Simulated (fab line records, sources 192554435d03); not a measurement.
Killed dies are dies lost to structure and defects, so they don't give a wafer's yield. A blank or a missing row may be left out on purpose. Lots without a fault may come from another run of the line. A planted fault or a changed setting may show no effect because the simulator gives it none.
Problem report in the 8D (eight disciplines) form, filled by code | flow n5_finfet | the parts of the form that need people (team, actions taken, sign-off) are left out

1. THE PROBLEM
spin_speed_rpm at N5_SD_EPI_P_COAT_34 reads a mean of 1412.2 rpm on 6 wafers of 2 lots; wafers without a fault read 1500.0 rpm with a standard deviation of 0.95. That is -92 standard deviations from the usual mean.
The step: time 60 s, resist thk 350 nm.
First seen on wafer L239.1, day 4 15:31, on litho_track-05. The record holds 33 wafers of 11 lots with a number at this step. Rule for "out", or "out of limits": more than 4 standard deviations from the usual mean. The other wafers with a number count as sound.

2. WHAT IT IS AND WHAT IT IS NOT
question                    | is                     | is not
which readings at this step | spin_speed_rpm         | heater_power_total_W, resist_line_temp_C
which lots                  | L239, L240             | L233, L236, L237, L249, L250, L251, L252, L253, L255
which wafers of those lots  | all that have a number | -
read on which tools         | litho_track-05         | litho_track-02, litho_track-03
when                        | from day 4 15:31       | up to then (9 sound wafers); but 18 sound wafers of L249, L250, L251, L252, L253, L255 came after

3. SUSPECTS, AND WHAT RULES EACH OUT
Counting: a tool at a process step up to the reading stays a suspect if it ran every lot that is out and no sound lot after the first of them.
- litho_track-05 at N5_SD_EPI_P_COAT_34 (time 60 s, resist thk 350 nm): ruled out as a lasting fault. Sound lots L253, L255 ran on it after its first lot that is out, L239 (day 4 15:31).
Left after counting: nothing in the record.

4. THE CAUSE (what the simulator had put in)
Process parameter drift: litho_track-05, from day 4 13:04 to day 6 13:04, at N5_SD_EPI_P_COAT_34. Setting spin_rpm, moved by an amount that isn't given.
Counting ruled it out, wrongly.

5. THE CHAIN OF EFFECTS, in route order
Each row: a reading whose mean over the struck wafers that have a number lies more than 3 standard deviations from the usual. Only readings for which the record gives a usual standard deviation are gone through. hours: the time from each lot's start at the first step in this table that gives one to its start at this step, as a median over the lots. sigmas: the change in usual standard deviations.
hours | step                | reading        | usual      | on struck wafers | change | sigmas
0     | N5_SD_EPI_P_COAT_34 | spin_speed_rpm | 1500.0 rpm | 1412.2           | -87.8  | -92
The process steps in it:
- N5_SD_EPI_P_COAT_34: time 60 s, resist thk 350 nm.

6. WHAT WOULD HAVE CAUGHT IT SOONER
In this record the first reading out of limits was taken at day 4 15:31, 2 hours after the fault began at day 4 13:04.
